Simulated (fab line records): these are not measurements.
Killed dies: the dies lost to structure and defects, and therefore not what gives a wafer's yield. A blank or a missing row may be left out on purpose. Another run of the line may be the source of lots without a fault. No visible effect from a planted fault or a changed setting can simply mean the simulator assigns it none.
Which tool did it?    flow n5Finfet    69 wafers from 23 lots sampled at 3 of the route's 1938 steps

## WHAT THE GAUGES SHOWED, per wafer
N5_GATE_CUT_INSPECT_26: inspects for defects (darkfield).
lot   measured      on                rawDefectCount
L074  day 4 16:20   defectInspect-02  87 61 77
L075  day 4 21:03   defectInspect-01  23 24 33
L076  day 5 02:23   defectInspect-02  34 46 29
L077  day 5 10:01   defectInspect-02  31 57 33
L078  day 5 17:41   defectInspect-01  53 35 38
L079  day 5 20:59   defectInspect-01  31 25 29
L080  day 6 02:56   defectInspect-01  29 31 50
L081  day 6 11:07   defectInspect-02  28 28 46
L082  day 6 13:12   defectInspect-02  39 39 14
L083  day 6 20:41   defectInspect-02  32 31 32
L084  day 7 03:01   defectInspect-02  33 36 23
L085  day 7 10:34   defectInspect-01  38 46 26
L086  day 7 16:49   defectInspect-01  29 5 34
L088  day 8 03:38   defectInspect-01  44 58 43
L090  day 8 11:59   defectInspect-01  59 59 74
L089  day 8 19:52   defectInspect-02  22 30 27
L091  day 8 19:35   defectInspect-02  21 34 56
L092  day 9 04:16   defectInspect-02  36 23 43
L093  day 9 09:37   defectInspect-01  31 20 62
L094  day 9 14:08   defectInspect-01  34 40 50
L095  day 9 19:47   defectInspect-01  26 30 39
L096  day 10 03:07  defectInspect-02  40 28 58
L097  day 10 09:23  defectInspect-02  25 30 32

## EACH LOT AND THE TOOL THAT RAN IT (in order: tool; ch and the chambers of the sampled wafers; start)
lot   N5_GATE_CUT_ETCH_28                N5_GATE_CUT_ETCH_36
L074  rieDiel-01 ch 0,1,3, day 4 12:34   rieDiel-01 ch 0,1,3, day 4 12:35
L075  rieDiel-03 ch 0,1,2, day 4 16:45   rieDiel-03 ch 0,1,2, day 4 16:46
L076  rieDiel-01 ch 2,3, day 4 22:10     rieDiel-01 ch 2,3, day 4 22:11
L077  rieDiel-01 ch 1,2, day 5 06:41     rieDiel-01 ch 1,2, day 5 06:42
L078  rieDiel-03 ch 0,2, day 5 13:55     rieDiel-03 ch 0,2, day 5 13:56
L079  rieDiel-03 ch 2,3, day 5 17:40     rieDiel-03 ch 2,3, day 5 17:41
L080  rieDiel-03 ch 0,1,2, day 5 23:37   rieDiel-03 ch 0,1,2, day 5 23:38
L081  rieDiel-03 ch 1,2,3, day 6 07:47   rieDiel-03 ch 1,2,3, day 6 07:49
L082  rieDiel-01 ch 0,2,3, day 6 09:52   rieDiel-01 ch 0,2,3, day 6 09:53
L083  rieDiel-03 ch 0,3, day 6 16:46     rieDiel-03 ch 0,3, day 6 16:47
L084  rieDiel-05 ch 0,1,2, day 6 23:41   rieDiel-05 ch 0,1,2, day 6 23:42
L085  rieDiel-05 ch 0,1, day 7 07:14     rieDiel-05 ch 0,1, day 7 07:15
L086  rieDiel-01 ch 0,1,3, day 7 13:17   rieDiel-01 ch 0,1,3, day 7 13:19
L088  rieDiel-01 ch 0,1,2, day 8 00:11   rieDiel-01 ch 0,1,2, day 8 00:11
L090  rieDiel-03 ch 1,2, day 8 08:32     rieDiel-03 ch 1,2, day 8 08:34
L089  rieDiel-01 ch 0,2, day 8 08:59     rieDiel-01 ch 0,2, day 8 09:01
L091  rieDiel-03 ch 1,3, day 8 16:07     rieDiel-03 ch 1,3, day 8 16:08
L092  rieDiel-03 ch 1,2,3, day 9 00:56   rieDiel-03 ch 1,2,3, day 9 00:57
L093  rieDiel-01 ch 1,2,3, day 9 06:17   rieDiel-01 ch 1,2,3, day 9 06:19
L094  rieDiel-03 ch 0,1, day 9 10:49     rieDiel-03 ch 0,1, day 9 10:50
L095  rieDiel-05 ch 0,1,3, day 9 16:28   rieDiel-05 ch 0,1,3, day 9 16:29
L096  rieDiel-01 ch 0,1,2, day 9 23:30   rieDiel-01 ch 0,1,2, day 9 23:31
L097  rieDiel-03 ch 1,2,3, day 10 06:03  rieDiel-03 ch 1,2,3, day 10 06:04
- N5_GATE_CUT_ETCH_28: etches underlayer in N2/H2, target depth 13 nm, time 10.4 s.
- N5_GATE_CUT_ETCH_36: etches SiARC in CF4, target depth 13 nm, time 21.7 s.

## AS READ BY THE TOOLS THEMSELVES (means over the sampled wafers that have a number; for cases with no such wafer, the mark the record gives instead)
N5_GATE_CUT_ETCH_28.
lot   tool        drypumpMotorCurrentA (A)  etchRfOnTimeS (s)  oesProductAu (a.u.)  rfVppV (V)  showerheadPlenumPTorr (Torr)  throttleValvePct (%)
L074  rieDiel-01  5.4                       10.29              0.72                 523.6       2.55                          17.87
L075  rieDiel-03  5.7                       10.52              0.70                 522.4       2.50                          17.81
L076  rieDiel-01  5.1                       10.47              0.61                 522.9       2.50                          18.21
L077  rieDiel-01  5.3                       10.29              0.67                 524.0       2.54                          18.16
L078  rieDiel-03  5.4                       10.53              0.65                 522.4       2.47                          17.71
L079  rieDiel-03  5.3                       10.43              0.63                 524.1       2.56                          17.79
L080  rieDiel-03  5.7                       10.40              0.70                 523.1       2.50                          17.82
L081  rieDiel-03  5.5                       10.43              0.68                 522.3       2.52                          17.77
L082  rieDiel-01  5.1                       10.34              0.66                 522.3       2.52                          18.12
L083  rieDiel-03  5.7                       10.74              0.62                 525.3       2.57                          18.02
L084  rieDiel-05  6.1                       10.24              0.70                 524.8       2.58                          17.61
L085  rieDiel-05  5.9                       10.34              0.71                 524.6       2.58                          17.68
L086  rieDiel-01  5.3                       10.43              0.69                 523.2       2.54                          17.91
L088  rieDiel-01  5.2                       10.28              0.70                 524.7       2.56                          18.07
L090  rieDiel-03  5.8                       10.37              0.73                 522.3       2.48                          17.78
L089  rieDiel-01  4.9                       10.47              0.69                 523.5       2.57                          18.16
L091  rieDiel-03  5.6                       10.42              0.66                 525.7       2.58                          17.91
L092  rieDiel-03  5.5                       10.44              0.67                 522.3       2.51                          17.80
L093  rieDiel-01  5.4                       10.34              0.64                 523.3       2.51                          18.04
L094  rieDiel-03  6.0                       10.55              0.70                 523.3       2.52                          17.96
L095  rieDiel-05  5.8                       10.26              0.65                 523.3       2.55                          17.64
L096  rieDiel-01  5.2                       10.43              0.68                 523.7       2.56                          18.11
L097  rieDiel-03  5.5                       10.53              0.65                 522.3       2.51                          17.83

N5_GATE_CUT_ETCH_36.
lot   tool        drypumpMotorCurrentA (A)  etchRfOnTimeS (s)  oesProductAu (a.u.)  rfVppV (V)  showerheadPlenumPTorr (Torr)  throttleValvePct (%)
L074  rieDiel-01  5.4                       21.3               0.73                 183.8       2.14                          15.51
L075  rieDiel-03  5.7                       22.0               0.71                 183.1       2.11                          15.54
L076  rieDiel-01  5.1                       21.8               0.61                 184.3       2.10                          15.92
L077  rieDiel-01  5.3                       21.5               0.67                 184.4       2.14                          15.90
L078  rieDiel-03  5.3                       21.9               0.66                 183.0       2.10                          15.64
L079  rieDiel-03  5.3                       21.5               0.64                 184.7       2.16                          15.62
L080  rieDiel-03  5.7                       21.8               0.70                 183.7       2.10                          15.56
L081  rieDiel-03  5.5                       21.7               0.69                 183.9       2.13                          15.55
L082  rieDiel-01  5.1                       21.6               0.66                 183.7       2.11                          15.74
L083  rieDiel-03  5.7                       22.3               0.63                 185.1       2.16                          15.69
L084  rieDiel-05  6.2                       21.2               0.70                 184.4       2.16                          15.33
L085  rieDiel-05  5.9                       21.6               0.71                 184.7       2.17                          15.41
L086  rieDiel-01  5.3                       21.0               0.71                 184.8       2.13                          15.55
L088  rieDiel-01  5.2                       21.3               0.70                 184.2       2.15                          15.73
L090  rieDiel-03  5.7                       21.8               0.73                 183.3       2.08                          15.49
L089  rieDiel-01  4.9                       21.6               0.70                 185.1       2.14                          15.73
L091  rieDiel-03  5.6                       21.6               0.66                 184.2       2.16                          15.57
L092  rieDiel-03  5.5                       21.8               0.66                 183.9       2.12                          15.58
L093  rieDiel-01  5.4                       21.6               0.64                 183.4       2.11                          15.80
L094  rieDiel-03  6.0                       22.0               0.71                 184.1       2.11                          15.52
L095  rieDiel-05  5.8                       21.6               0.66                 184.8       2.15                          15.46
L096  rieDiel-01  5.2                       21.6               0.69                 183.9       2.15                          15.77
L097  rieDiel-03  5.5                       22.0               0.66                 183.7       2.12                          15.61

## THE ANSWER, worked out from the rows above alone
Rule: the lots themselves supply what counts as usual. The widest of any qualifying gaps counts: lots, ordered by their means at a reading, are off when they make up no more than a third of the lots, leave a main group of 4 or more, and stand apart from it by 3 or more times the standard deviation of that group's means. Not used: any main group whose means are identical at the precision the tables above print for the reading. A lot without any number at a reading at which 4 lots or more have one is off too. Where the step has rows for the other lots, those lots are counted as sound. Order of review: gauges by route order, followed by the tools' own readings, for which a lot's mean as printed above is used. At the first step where some lot is off, the reading lying furthest off is the one used; lots without a number count as furthest.
Nothing can be told from this: no lot is off at any reading shown.

## WHAT THE SIMULATOR HAD PUT IN
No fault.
